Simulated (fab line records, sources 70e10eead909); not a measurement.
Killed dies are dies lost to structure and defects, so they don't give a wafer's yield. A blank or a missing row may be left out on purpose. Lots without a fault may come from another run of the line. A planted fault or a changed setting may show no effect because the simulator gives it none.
Which tool did it? | flow nand_harc | 12 lots, 36 wafers sampled, at 5 steps of a route of 1302

WHAT THE GAUGES READ, wafer by wafer
NHARC_THIN_TSV_CD_MEAS_37. Usual: cd_nm 4999.3 nm, standard deviation 2.9.
lot  | measured     | on        | cd_nm (nm)           | flag
L982 | day 23 19:55 | cd_sem-03 | 4997.6 5003.7 5001.1 |
L983 | day 25 01:08 | cd_sem-01 | 4993.5 4995.4 5000.7 |
L985 | day 25 18:20 | cd_sem-01 | 4999.2 4998.6 4993.8 |
L986 | day 25 14:00 | cd_sem-01 | 4993.9 4992.9 4992.0 |
L987 | day 26 07:32 | cd_sem-01 | 4999.0 5000.6 4998.5 |
L988 | day 27 05:48 | cd_sem-02 | 4997.3 4995.5 4998.6 |
L989 | day 27 07:00 | cd_sem-02 | 5000.5 4999.3 4995.4 |
L995 | day 29 04:50 | cd_sem-03 | 4997.1 5005.6 5001.5 |
L998 | day 30 06:25 | cd_sem-02 | 5000.4 4998.0 4999.5 |
L999 | day 30 23:38 | cd_sem-02 | 4996.8 5001.5 4996.2 |
L101 | day 32 10:21 | cd_sem-01 | 5000.4 4999.0 4999.4 |
L105 | day 33 03:16 | cd_sem-02 | 5000.5 5004.2 5000.0 |

NHARC_END_SORT_01. Usual: killed_at_array 59, standard deviation 20; killed_at_other 0.8, standard deviation 1; killed_at_periphery 3.2, standard deviation 2.1; killed_dies 63, standard deviation 21; killed_open 3.0, standard deviation 1.9; killed_short 2.3, standard deviation 1.5.
lot  | measured     | on        | killed_at_array | killed_at_other | killed_at_periphery | killed_dies | killed_open | killed_short | flag
L998 | day 30 22:38 | prober-01 | 91 80 71        | 1 0 0           | 11 13 7             | 103 93 78   | 4 2 1       | 2 1 3        | OFF

WHICH TOOL RAN EACH LOT (tool, then ch and the chambers of the sampled wafers, then the start)
lot  | NHARC_P_GATE_EXPOSE_56            | NHARC_THIN_TSV_PVD_51                   | NHARC_THIN_TSV_ETCH_59
L982 | krf_scanner-03 ch 0, day 6 00:22  | pvd_sputter-01, day 23 18:48 or earlier | rie_metal-02 ch 0,1, day 23 18:48
L983 | krf_scanner-01 ch 0, day 6 05:44  | pvd_sputter-01, day 24 23:44 or earlier | rie_metal-03 ch 0, day 24 23:44
L985 | krf_scanner-02 ch 0, day 6 20:31  | pvd_sputter-02, day 25 17:14 or earlier | rie_metal-02 ch 0,1, day 25 17:14
L986 | krf_scanner-02 ch 0, day 7 10:56  | pvd_sputter-02, day 25 12:49 or earlier | rie_metal-02 ch 0,1, day 25 12:49
L987 | krf_scanner-02 ch 0, day 7 17:28  | pvd_sputter-02, day 26 06:21 or earlier | rie_metal-02 ch 0,1, day 26 06:21
L988 | krf_scanner-02 ch 0, day 8 04:20  | pvd_sputter-01, day 27 04:41 or earlier | rie_metal-02 ch 0,1, day 27 04:41
L989 | krf_scanner-03 ch 0, day 8 21:19  | pvd_sputter-01, day 27 05:53 or earlier | rie_metal-01 ch 0,1, day 27 05:53
L995 | krf_scanner-01 ch 0, day 10 20:52 | pvd_sputter-01, day 29 03:40 or earlier | rie_metal-01 ch 0,1, day 29 03:40
L998 | krf_scanner-02 ch 0, day 12 09:36 | pvd_sputter-02, day 30 05:08 or earlier | rie_metal-01 ch 1, day 30 05:08
L999 | krf_scanner-01 ch 0, day 12 20:41 | pvd_sputter-03, day 30 22:29 or earlier | rie_metal-01 ch 0,1, day 30 22:29
L101 | krf_scanner-01 ch 0, day 13 22:44 | pvd_sputter-02, day 32 09:12 or earlier | rie_metal-02 ch 0,1, day 32 09:12
L105 | krf_scanner-01 ch 0, day 15 03:30 | pvd_sputter-03, day 33 02:07 or earlier | rie_metal-03 ch 0, day 33 02:07
- NHARC_P_GATE_EXPOSE_56: exposes mask P PSD, target cd 720 nm.
- NHARC_THIN_TSV_PVD_51: deposits Cu, target thk 100 nm.
- NHARC_THIN_TSV_ETCH_59: etches the open film in Cl2/BCl3, target depth 880 nm, time 138.1 s.

WHAT THE TOOLS THEMSELVES READ (means of the sampled wafers that have a number; where no wafer has one, the mark that the record gives instead)
NHARC_P_GATE_EXPOSE_56. Usual: exposure_dose_mJ_cm2 14.811, standard deviation 0.015; reticle_temp_C 22.98 C, standard deviation 0.12.
lot  | tool           | exposure_dose_mJ_cm2 | reticle_temp_C (C) | flag
L982 | krf_scanner-03 | 14.800               | 22.82              |
L983 | krf_scanner-01 | 14.816               | 23.04              |
L985 | krf_scanner-02 | 14.820               | 22.84              |
L986 | krf_scanner-02 | 14.839               | 22.91              |
L987 | krf_scanner-02 | 14.804               | 23.00              |
L988 | krf_scanner-02 | 14.808               | 22.94              |
L989 | krf_scanner-03 | 14.813               | 23.17              |
L995 | krf_scanner-01 | 14.806               | 23.11              |
L998 | krf_scanner-02 | 14.799               | 22.99              |
L999 | krf_scanner-01 | 14.812               | 22.92              |
L101 | krf_scanner-01 | 14.790               | 23.01              |
L105 | krf_scanner-01 | 14.816               | 22.94              |

NHARC_THIN_TSV_PVD_51. Usual: throttle_valve_pct 29.9 %, standard deviation 1.
lot  | tool           | throttle_valve_pct (%) | flag
L982 | pvd_sputter-01 | 29.4                   |
L983 | pvd_sputter-01 | 29.3                   |
L985 | pvd_sputter-02 | 31.1                   |
L986 | pvd_sputter-02 | 30.0                   |
L987 | pvd_sputter-02 | 30.4                   |
L988 | pvd_sputter-01 | 29.1                   |
L989 | pvd_sputter-01 | 29.1                   |
L995 | pvd_sputter-01 | 28.7                   |
L998 | pvd_sputter-02 | 30.5                   |
L999 | pvd_sputter-03 | 30.0                   |
L101 | pvd_sputter-02 | 29.9                   |
L105 | pvd_sputter-03 | 30.6                   |

NHARC_THIN_TSV_ETCH_59. Usual: bcl3_flow_sccm 30.00 sccm, standard deviation 0.091; bias_w 100.01 W, standard deviation 0.3; drypump_motor_current_A 5.6 A, standard deviation 0.43; oes_product_au 1.001 a.u., standard deviation 0.01; throttle_valve_pct 22.265 %, standard deviation 0.009.
lot  | tool         | bcl3_flow_sccm (sccm) | bias_w (W) | drypump_motor_current_A (A) | oes_product_au (a.u.) | throttle_valve_pct (%) | flag
L982 | rie_metal-02 | 30.01                 | 100.01     | 5.9                         | 1.011                 | 22.273                 |
L983 | rie_metal-03 | 30.10                 | 100.20     | 5.8                         | 1.000                 | 22.267                 |
L985 | rie_metal-02 | 30.01                 | 100.07     | 5.6                         | 1.008                 | 22.258                 |
L986 | rie_metal-02 | 29.97                 | 99.55      | 5.6                         | 1.000                 | 22.259                 |
L987 | rie_metal-02 | 29.92                 | 99.88      | 5.6                         | 1.000                 | 22.257                 |
L988 | rie_metal-02 | 29.91                 | 99.68      | 5.6                         | 1.001                 | 22.266                 |
L989 | rie_metal-01 | 30.00                 | 100.35     | 5.9                         | 0.994                 | 22.269                 |
L995 | rie_metal-01 | 29.93                 | 100.11     | 5.7                         | 1.015                 | 22.269                 |
L998 | rie_metal-01 | 29.89                 | 100.07     | 5.4                         | 1.006                 | 22.262                 |
L999 | rie_metal-01 | 29.97                 | 99.56      | 5.9                         | 1.006                 | 22.264                 |
L101 | rie_metal-02 | 30.12                 | 100.06     | 5.8                         | 1.000                 | 22.264                 |
L105 | rie_metal-03 | 30.05                 | 99.94      | 5.8                         | 0.992                 | 22.262                 |

THE ANSWER, worked out from the rows above alone
Rule: a lot is off if the mean of its wafers that have a number lies more than 3 standard deviations from the usual mean. A lot without any number at a reading at which 4 lots or more have one is off too. The other lots that the step has rows for count as sound. The gauges are gone through in route order, then the tools' own readings, and for those a lot's mean is taken as printed above. The first step at which some lot is off is used, and at that step the reading that is off furthest; a lot without a number counts as furthest.
Off: L998, at NHARC_END_SORT_01 (killed_at_periphery). Neither off nor sound, because the step has no rows for them: L982, L983, L985, L986, L987, L988, L989, L995, L999, L101, L105.
A tool fits if, at a process step before that reading, it ran every lot that is off, and no sound lot after the first of them. The gauges at NHARC_END_SORT_01 are tried like those tools. NHARC_THIN_TSV_PVD_51 gives no start for some lots, so the hours and the order of its lots are those of NHARC_THIN_TSV_ETCH_59. Can't be told from this: 4 tools fit, krf_scanner-02 at NHARC_P_GATE_EXPOSE_56, pvd_sputter-02 at NHARC_THIN_TSV_PVD_51, rie_metal-01 at NHARC_THIN_TSV_ETCH_59, prober-01 at NHARC_END_SORT_01.

WHAT THE SIMULATOR HAD PUT IN
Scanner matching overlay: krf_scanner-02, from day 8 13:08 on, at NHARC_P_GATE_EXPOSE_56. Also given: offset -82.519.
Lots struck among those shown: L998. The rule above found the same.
